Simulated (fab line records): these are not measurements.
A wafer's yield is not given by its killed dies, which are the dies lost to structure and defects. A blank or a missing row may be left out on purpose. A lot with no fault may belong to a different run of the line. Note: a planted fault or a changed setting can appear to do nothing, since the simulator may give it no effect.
Matching of chambers || flow n5-finfet || N5_BEOL_M10_DEP_56 on pecvd-01 has 3 sister chambers
The step deposits SiCN from 3MS/NH3, target thk 15 nm, time 26.5 s. 3 wafers are shown with their chamber, then 8 later ones without.

EACH WAFER AND ITS CHAMBER
{"wafer": "L078.6", "chamber": 2, "showerhead-plenum-p-Torr (Torr)": 3.673}
{"wafer": "L081.3", "chamber": 0, "showerhead-plenum-p-Torr (Torr)": 3.657}
{"wafer": "L083.3", "chamber": 1, "showerhead-plenum-p-Torr (Torr)": 3.647}

WAFERS WITH NO CHAMBER GIVEN
{"wafer": "L083.4", "showerhead-plenum-p-Torr (Torr)": 3.659}
{"wafer": "L083.5", "showerhead-plenum-p-Torr (Torr)": 3.646}
{"wafer": "L082.2", "showerhead-plenum-p-Torr (Torr)": 3.645}
{"wafer": "L082.3", "showerhead-plenum-p-Torr (Torr)": 3.679}
{"wafer": "L082.6", "showerhead-plenum-p-Torr (Torr)": 3.655}
{"wafer": "L088.1", "showerhead-plenum-p-Torr (Torr)": 3.688}
{"wafer": "L088.5", "showerhead-plenum-p-Torr (Torr)": 3.679}
{"wafer": "L088.6", "showerhead-plenum-p-Torr (Torr)": 3.662}

EACH ONE'S CHAMBER
{"wafer": "L083.4", "from the rows above": "can't be placed: 0 or 1 or 2", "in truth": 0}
{"wafer": "L083.5", "from the rows above": "can't be placed: 1 or 0", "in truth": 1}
{"wafer": "L082.2", "from the rows above": "can't be placed: 1 or 0", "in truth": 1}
{"wafer": "L082.3", "from the rows above": 2, "in truth": 2}
{"wafer": "L082.6", "from the rows above": "can't be placed: 0 or 1", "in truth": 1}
{"wafer": "L088.1", "from the rows above": 2, "in truth": 2}
{"wafer": "L088.5", "from the rows above": 2, "in truth": 2}
{"wafer": "L088.6", "from the rows above": "can't be placed: 0 or 2 or 1", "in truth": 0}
Placed correctly: 3 of 8. These rows do not allow placing 5 (true chamber among the candidates in 5). 0 placed wrongly.
How it was worked out, from the rows above alone: a wafer's distance from a chamber is the root of the sum, over the readings, of the square of ((its reading less the chamber's mean) divided by the reading's scatter). If the next closest chamber is less than 2 further off than the closest, the wafer can't be placed; otherwise it belongs to the closest. A chamber's mean is the mean of its shown wafers. The scatter: root of mean squared gap, hidden wafer to nearest shown wafer, with one shown wafer a chamber.
